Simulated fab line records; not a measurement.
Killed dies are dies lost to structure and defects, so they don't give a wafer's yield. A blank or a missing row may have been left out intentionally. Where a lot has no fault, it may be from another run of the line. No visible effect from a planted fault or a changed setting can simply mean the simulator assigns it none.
Struck lot and sound lot, side by side || flow n5Finfet || 17 steps out of a route of 1938
Sound: these wafers, L239.2, L239.4, L239.6. Struck: wafer L249.5; the same lot's L249.1 was not struck, so it is left out; see the end for the cause.
Each step with rows lists, per side, the tool, then ch with its chambers, then its first start. Under that, the readings that differ: sound wafers || struck wafers || difference of the means || sigmas: that difference in standard deviations of wafers without a fault.
alike: same words and numbers on both sides, and readings whose means sit less than 2 such deviations apart. not compared: any withheld reading, any reading some wafer has no value for, any bound like >300 that may hide the same value, and any number with overlapping values for which the record gives no deviation.
Wherever a step has rows on one side only, a row that says differs or no value, or a row with sigmas, the two part there. When numbers do not overlap yet have no deviation, they are printed without sigmas and do not part them. Lack of a reading on every wafer of one side parts them only where that side has two or more wafers.

first, 4 steps without rows for these wafers: N5_HKMG_FIN_SOFTBAKE_07 (time 60 s); N5_HKMG_FIN_EXPOSE_09 (exposes mask NWFM); N5_HKMG_FIN_PEB_10 (peb time 60 s); N5_HKMG_FIN_DEVELOP_11 (develop time 30 s).
N5_HKMG_FIN_CD_MEAS_12: the cd target is 92.8 nm.
  sound on cdSem-03 ch 0, day 4 03:32; struck on cdSem-01 ch 0, day 6 18:22
  alike: cdNm
N5_HKMG_FIN_OVL_MEAS_13:
  sound on overlay-01 ch 0, day 4 03:34; struck on overlay-02 ch 0, day 6 18:24
  alike: NWFM_OVL
N5_HKMG_FIN_INSPECT_14: inspects for defects (macro).
  struck on defectInspect-02, day 6 18:25; sound on defectInspect-02, day 4 03:35
  alike: rawDefectCount
N5_HKMG_FIN_DESCUM_17: chemistry O2, time 7.9 s.
  sound on rieDiel-04 ch 1,2,3, day 4 03:38; struck on rieDiel-03 ch 1, day 6 18:27
  alike: biasPowerW, drypumpMotorCurrentA, oesProductAu, rfVppV, showerheadPlenumPTorr, throttleValvePct
  not compared: rfHoursCounterH
N5_HKMG_FIN_ETCH_31: etches SiARC in CF4, target depth 45.5 nm, time 75.8 s.
  sound on rieDiel-04 ch 1,2,3, day 4 03:40; struck on rieDiel-03 ch 1, day 6 18:29
  alike: biasW, drypumpMotorCurrentA, etchRfOnTimeS, oesProductAu, rfVppV, showerheadPlenumPTorr, throttleValvePct
  not compared: rfHoursCounterH
N5_HKMG_FIN_ETCH_32: etches SOC in N2/H2, target depth 240 nm, time 300 s.
  sound on rieDiel-04 ch 0,2, day 4 03:43; struck on rieDiel-03 ch 1, day 6 18:32
{"reading": "throttleValvePct (%)", "sound": "18.21 17.80 18.21", "struck": 17.36, "difference": -0.71, "sigmas": -3}
  alike: biasW, drypumpMotorCurrentA, oesProductAu, rfVppV, runLengthS, showerheadPlenumPTorr
  not compared: rfHoursCounterH
then, 1 step without rows for these wafers: N5_HKMG_FIN_STRIP_33 (strips in N2/H2).
N5_HKMG_FIN_STRIP_34: strips in CF4.
  sound on rieDiel-04 ch 2,3, day 4 03:55; struck on rieDiel-03 ch 1, day 6 18:44
{"reading": "powerW (W)", "sound": "299.1 299.2 298.6", "struck": 302.7, "difference": "+3.7", "sigmas": "+4"}
{"reading": "throttleValvePct (%)", "sound": "13.93 13.46 13.93", "struck": 13.23, "difference": -0.54, "sigmas": -2}
  alike: biasPowerW, drypumpMotorCurrentA, oesProductAu, rfVppV, showerheadPlenumPTorr
  not compared: rfHoursCounterH
N5_HKMG_FIN_ETCH_35: etches SOC in N2/H2, target depth 215.8 nm, time 243.4 s.
  sound on rieDiel-04 ch 2,3, day 4 03:56; struck on rieDiel-03 ch 1, day 6 18:46
{"reading": "runLengthS (s)", "sound": "266.9 267.2 267.1", "struck": 231.4, "difference": -35.7, "sigmas": -94}
{"reading": "throttleValvePct (%)", "sound": "18.23 17.56 18.22", "struck": 17.35, "difference": -0.65, "sigmas": -3}
{"reading": "model.etch.depthNm (nm)", "sound": "209.7 215 210", "struck": 186.6, "difference": -25.0, "sigmas": ""}
{"reading": "model.SOC_of_HKMG_FIN_COAT_29.thkNm (nm)", "sound": "90.2 84 90", "struck": 114.6, "difference": "+26.5", "sigmas": ""}
{"reading": "model.HKMG_FIN.featureDepthNm (nm)", "sound": "209.6 215 210", "struck": 186.6, "difference": -24.9, "sigmas": ""}
  alike: drypumpMotorCurrentA, oesProductAu, rfVppV, showerheadPlenumPTorr
  not compared: biasW, rfHoursCounterH
N5_HKMG_FIN_STRIP_92: strips SOC in N2/H2, time 20 s.
  sound on rieDiel-04 ch 2,3, day 4 04:05; struck on rieDiel-03 ch 1, day 6 18:54
{"reading": "powerW (W)", "sound": "499.5 501.6 502.1", "struck": 497.3, "difference": -3.8, "sigmas": -3}
{"reading": "throttleValvePct (%)", "sound": "19.3 18.5 19.3", "struck": 18.2, "difference": -0.8, "sigmas": -2}
{"reading": "model.SOC_of_HKMG_FIN_COAT_29.thkNm (nm)", "sound": "80.2 73.6 80", "struck": 104.4, "difference": "+26.5", "sigmas": ""}
  alike: biasPowerW, drypumpMotorCurrentA, oesProductAu, rfVppV, showerheadPlenumPTorr
  not compared: rfHoursCounterH
then, 1 step without rows for these wafers: N5_HKMG_FIN_WET_ETCH_18 (etches TiN in SC1, time 55 s, target depth 5.2 nm, rinse time 30 s).
-- record jumps: 5 days separate the struck wafers' starts on either side; left off in module HKMG_FIN, taken up again in module BEOL_M4, whose first shown step is the route's number 1111 --
N5_BEOL_M4_RC_MEAS_101:
  sound on prober-01 ch 0, day 9 13:10; struck on prober-02 ch 0, day 12 00:25
  alike: DIBL_N, DIBL_P, IOFF_N, IOFF_P, ION_N, ION_P, SS_N, SS_P, VT_N, VT_P
-- record jumps: 5 days separate the struck wafers' starts on either side; left off in module BEOL_M4, taken up again in module PASSIVATION, whose first shown step is the route's number 1936 --
N5_PASSIVATION_PROBE_49:
  struck on prober-02, day 16 12:44; sound on prober-02, day 13 22:31
{"reading": "killedAtContacts", "sound": "31 32 51", "struck": 15, "difference": -23, "sigmas": -3}
  alike: defectLimitedYield, killed_at_M0_to_M3, killed_at_M4_up, killedAtFrontEnd, killedAtOther, killedDies, killedOpen, killedShort, sort_bin_5_function, sort_bin_6_memory, sort_bin_8_speed, sortNPass, sortYieldPct

## WHERE THEY PART
At N5_HKMG_FIN_ETCH_32 first; at N5_PASSIVATION_PROBE_49 last (within this record only).

WHY: what had been put in by the simulator
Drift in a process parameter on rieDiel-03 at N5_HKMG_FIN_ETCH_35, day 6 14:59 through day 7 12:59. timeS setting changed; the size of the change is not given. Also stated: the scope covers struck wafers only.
